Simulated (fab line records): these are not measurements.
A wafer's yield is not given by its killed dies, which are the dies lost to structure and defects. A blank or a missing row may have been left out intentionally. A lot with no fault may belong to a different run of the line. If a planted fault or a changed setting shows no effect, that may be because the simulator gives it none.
A lot that was struck, set against a sound lot ; flow n5-finfet ; 37 steps out of a route of 1938
Sound: the wafers L643.1, L643.2, L643.4. Wafers L634.1, L634.3, L634.5 were the ones struck. The cause is given at the end.
Each step with rows lists, per side, the tool, then ch with its chambers, then its first start. Under that, the readings that differ: sound wafers ; struck wafers ; difference of the means ; sigmas: that difference in standard deviations of wafers without a fault.
alike: same words and numbers on both sides, and readings whose means sit less than 2 such deviations apart. not compared: any withheld reading, any reading some wafer has no value for, any bound like >300 that may hide the same value, and any number with overlapping values for which the record gives no deviation.
A row with sigmas, a row that says differs or no value, or rows on one side alone: a step with any of these is where the two part. Non-overlapping numbers with no deviation appear without sigmas and do not part them. Lack of a reading on every wafer of one side parts them only where that side has two or more wafers.

first, 9 steps without rows for these wafers: N5_BEOL_M4_ANNEAL_95 (time 240 s); N5_BEOL_M4_SPUTTER_96 (material Cu, target thk 4.5 nm, time 8.29 s); N5_BEOL_M4_ECD_50 (material Cu, target thk 300 nm); N5_BEOL_M4_ANNEAL_51 (time 90 s); N5_BEOL_M4_CMP_52 (polishes, stops on SiOC, t overpolish 6.8 s, target thk 40 nm); N5_BEOL_M4_PRE_CLEAN_60 (time 15 s); N5_BEOL_M4_CO_CAP_55 (material Co, precursor CCTBA/H2, target thk 2 nm, time 102.1 s); N5_BEOL_M4_PRE_CLEAN_56 (time 15 s); N5_BEOL_M4_DEP_57 (deposits SiCN from 3MS/NH3, target thk 8 nm, time 14 s).
N5_BEOL_M4_RC_MEAS_101:
  sound on prober-02 ch 0, day 13 12:01; struck on prober-01 ch 0, day 10 19:53
  alike: DIBL_N, DIBL_P, IOFF_N, IOFF_P, ION_N, ION_P, SS_N, SS_P, VT_N, VT_P
then, 24 steps without rows for these wafers: N5_BEOL_M5_ILD_DEP_00 (deposits SiCOH lowk from DEMS/porogen, target thk 140.64 nm, time 25.9 s); N5_BEOL_M5_CURE_79 (cures SiCOH lowk, time 240 s); N5_BEOL_M5_PECVD_70 (deposits SiO2 from TEOS/O2, target thk 16 nm, time 18 s); N5_BEOL_M5_HM_DEP_02 (deposits TiN, target thk 20 nm); N5_BEOL_M5_COAT_59 (time 60 s, resist thk 60 nm); N5_BEOL_M5_COAT_60 (time 60 s, resist thk 12 nm); N5_BEOL_M5_COAT_71 (time 60 s, resist thk 5 nm); N5_BEOL_M5_COAT_05 (resist thk 30 nm); N5_BEOL_M5_EBR_07; N5_BEOL_M5_SOFTBAKE_06 (time 60 s); N5_BEOL_M5_EXPOSE_08 (exposes mask M5, target cd 28 nm); N5_BEOL_M5_PEB_09 (peb time 60 s); N5_BEOL_M5_DEVELOP_10 (develop time 30 s); N5_BEOL_M5_DESCUM_16 (chemistry O2, time 7 s); N5_BEOL_M5_ETCH_72 (etches underlayer in N2/H2, target depth 6.5 nm, time 5.2 s); N5_BEOL_M5_ETCH_61 (etches SiARC in CF4, target depth 15.6 nm, time 26 s); N5_BEOL_M5_ETCH_62 (etches SOC in N2/H2, target depth 75 nm, overetch 15 nm, time 112.5 s); N5_BEOL_M5_STRIP_63 (strips in N2/H2); N5_BEOL_M5_STRIP_73 (strips in N2/H2); N5_BEOL_M5_STRIP_64 (strips in CF4); N5_BEOL_M5_HM_OPEN_17 (chemistry Cl2/BCl3, target TiN, target depth 20 nm, overetch 6 nm); N5_BEOL_M5_STRIP_19 (strips in O2); N5_BEOL_M5_COAT_65 (time 60 s, resist thk 60 nm); N5_BEOL_M5_COAT_66 (time 60 s, resist thk 12 nm).
N5_BEOL_M9_ILD_DEP_00: deposits SiCOH lowk from DEMS/porogen, target thk 308.51 nm, time 58 s.
  sound on pecvd-02 ch 1,2, day 15 05:07; struck on pecvd-02 ch 1,2, day 12 10:14
  no value came back on the struck wafers for any of 6 readings (chamber-pressure-Torr (Torr), heater-power-outer-w (W) and others); on the sound wafers chamber-pressure-Torr (Torr) reads 5.005 5.025 5.022
N5_BEOL_M9_OCD_MEAS_38:
  struck on ocd-02, day 12 14:19; sound on ocd-01, day 15 12:17
reading;sound;struck;difference;sigmas
trench-depth-nm (nm);157 150 153;- - -;no value on the struck wafers;
-- a jump in the record: the struck wafers' starts before and after are 2 days apart (it breaks off in module BEOL_M9 and resumes in module PASSIVATION, where the first step shown is number 1936 of the route) --
N5_PASSIVATION_PROBE_49:
  record: rows for the struck wafers here (prober-02, day 14 23:40), none for the sound ones

WHERE THEY PART
First at N5_BEOL_M9_ILD_DEP_00; last, within this record, at N5_PASSIVATION_PROBE_49.

WHY: the cause the simulator had injected
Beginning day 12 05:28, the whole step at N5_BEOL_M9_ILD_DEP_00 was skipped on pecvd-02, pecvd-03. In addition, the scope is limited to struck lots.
